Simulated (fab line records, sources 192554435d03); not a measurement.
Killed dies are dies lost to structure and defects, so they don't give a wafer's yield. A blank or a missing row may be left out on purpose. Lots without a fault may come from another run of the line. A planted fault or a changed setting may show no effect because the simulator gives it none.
A struck lot beside a sound one | flow n5_finfet | 20 steps out of a route of 1938
Sound: wafers L805.1, L805.5, L805.6. Struck: wafer L807.2. (L807.3, L807.5 of the same lot were not struck and are left out.) The cause comes at the end.
At each step with rows: each side's tool, then ch and its chambers, then its first start. Under that, the readings that differ: sound wafers | struck wafers | difference of the means | sigmas: that difference in standard deviations of wafers without a fault.
alike: readings whose means differ by less than 2 such deviations, and words and numbers that are the same on both sides. not compared: withheld readings, readings that some wafer has no value for, bounds like >300 that may hide the same value, and numbers for which the record gives no deviation and whose values overlap.
The two part at a step that has a row with sigmas, a row that says differs or no value, or rows on one side only. Numbers that don't overlap but have no deviation are shown without sigmas and don't part them. A reading that every wafer of one side lacks parts them only if that side has two wafers or more.

first, 6 steps without rows for these wafers: N5_BEOL_M0_SAQP_COAT_34 (resist thk 30 nm); N5_BEOL_M0_SAQP_EBR_36; N5_BEOL_M0_SAQP_SOFTBAKE_35 (time 60 s); N5_BEOL_M0_SAQP_EXPOSE_37 (exposes mask M0 CUT1, target cd 30 nm); N5_BEOL_M0_SAQP_PEB_38 (peb time 60 s); N5_BEOL_M0_SAQP_DEVELOP_39 (develop time 30 s).
N5_BEOL_M0_SAQP_CD_MEAS_40: target cd 30 nm.
  sound on cd_sem-03 ch 0, day 7 00:47; struck on cd_sem-01 ch 0, day 7 19:25
  alike: cd_nm
N5_BEOL_M0_SAQP_OVL_MEAS_41:
  sound on overlay-01 ch 0, day 7 00:49; struck on overlay-01 ch 0, day 7 19:27
  alike: M0_CUT1_OVL
N5_BEOL_M0_SAQP_INSPECT_42: inspects for defects (brightfield).
  sound on defect_inspect-02, day 7 00:52; struck on defect_inspect-01, day 7 19:30
  alike: raw_defect_count
N5_BEOL_M0_SAQP_DESCUM_45: chemistry O2, time 7 s.
  sound on rie_diel-01 ch 1,2, day 7 00:54; struck on rie_diel-01 ch 2, day 7 19:55
  reading      | sound             | struck | difference | sigmas
  rf_vpp_V (V) | 246.9 242.5 245.1 | 241.4  | -3.4       | -2
  alike: drypump_motor_current_A, oes_product_au, showerhead_plenum_p_Torr, throttle_valve_pct
  not compared: rf_hours_counter_h
N5_BEOL_M0_SAQP_ETCH_88: etches underlayer in N2/H2, target depth 6.5 nm, time 5.2 s.
  sound on rie_diel-01 ch 1,2, day 7 00:56; struck on rie_diel-01 ch 2, day 7 19:57
  alike: bias_w, drypump_motor_current_A, etch_rf_on_time_s, oes_product_au, rf_vpp_V, showerhead_plenum_p_Torr, throttle_valve_pct
  not compared: rf_hours_counter_h
N5_BEOL_M0_SAQP_ETCH_73: etches SiARC in CF4, target depth 19.5 nm, time 32.5 s.
  sound on rie_diel-01 ch 1,2, day 7 00:57; struck on rie_diel-01 ch 2, day 7 19:58
  alike: bias_w, drypump_motor_current_A, etch_rf_on_time_s, oes_product_au, rf_vpp_V, showerhead_plenum_p_Torr, throttle_valve_pct
  not compared: rf_hours_counter_h
N5_BEOL_M0_SAQP_CUT_ETCH_46: etches SOC in N2/H2, target depth 135 nm, overetch 27 nm, time 202.5 s.
  sound on rie_diel-01 ch 1,2, day 7 00:59; struck on rie_diel-01 ch 2, day 7 20:00
  reading                                         | sound          | struck | difference | sigmas
  model.SiARC_of_BEOL_M0_SAQP_COAT_72.thk_nm (nm) | 5.2 4.6 5.2    | 1.4    | -3.6       |
  model.BEOL_M0_SAQP.cd_nm (nm)                   | 29.6 29.8 29.8 | 32     | +2         |
  alike: bias_w, drypump_motor_current_A, rf_vpp_V, showerhead_plenum_p_Torr, throttle_valve_pct
  not compared: rf_hours_counter_h
then, 2 steps without rows for these wafers: N5_BEOL_M0_SAQP_STRIP_74 (strips in N2/H2); N5_BEOL_M0_SAQP_STRIP_89 (strips in N2/H2).
N5_BEOL_M0_SAQP_ALD_48: deposits SiO2, target thk 20 nm, pulse time 1 s, co reactant pulse time 1 s.
  sound on ald_sin-02 ch 0,1, day 7 01:11; struck on ald_sin-02 ch 2, day 7 20:52
  alike: heater_power_outer_w, heater_power_w, precursor_pulse_height_rel
N5_BEOL_M0_SAQP_ETCH_49: etches SiO2 in CF4/O2, target depth 37 nm.
  sound on rie_diel-06 ch 1,2, day 7 01:43; struck on rie_diel-06 ch 0, day 7 21:23
  reading                       | sound        | struck | difference | sigmas
  model.BEOL_M0_SAQP.cd_nm (nm) | 29.8 29.8 30 | 32     | +2         |
  alike: bias_w, drypump_motor_current_A, oes_f_703_au, oes_product_au, rf_vpp_V, showerhead_plenum_p_Torr, throttle_valve_pct
  not compared: rf_hours_counter_h
N5_BEOL_M0_SAQP_STRIP_75: strips in CF4.
  sound on rie_diel-06 ch 1,2, day 7 01:49; struck on rie_diel-06 ch 0, day 7 21:29
  reading      | sound             | struck | difference | sigmas
  rf_vpp_V (V) | 269.6 269.4 269.0 | 273.4  | +4.1       | +2
  alike: drypump_motor_current_A, oes_product_au, showerhead_plenum_p_Torr, throttle_valve_pct
  not compared: rf_hours_counter_h
-- the record jumps here: 2 days lie between the struck wafers' starts before and after (it left off in module BEOL_M0_SAQP and takes up again in module BEOL_M4, whose first step shown is number 1111 of the route) --
N5_BEOL_M4_RC_MEAS_101:
  sound on prober-02 ch 0, day 9 16:08; struck on prober-02 ch 0, day 10 06:17
  alike: DIBL_N, DIBL_P, IOFF_N, IOFF_P, ION_N, ION_P, SS_N, SS_P, VT_N, VT_P
then, 1 step without rows for these wafers: N5_PASSIVATION_PROBE_49.

WHERE THEY PART
First at N5_BEOL_M0_SAQP_DESCUM_45; last, within this record, at N5_BEOL_M0_SAQP_STRIP_75. Later steps at which nothing parts them and some readings are alike: N5_BEOL_M4_RC_MEAS_101.

WHY: what the simulator had put in
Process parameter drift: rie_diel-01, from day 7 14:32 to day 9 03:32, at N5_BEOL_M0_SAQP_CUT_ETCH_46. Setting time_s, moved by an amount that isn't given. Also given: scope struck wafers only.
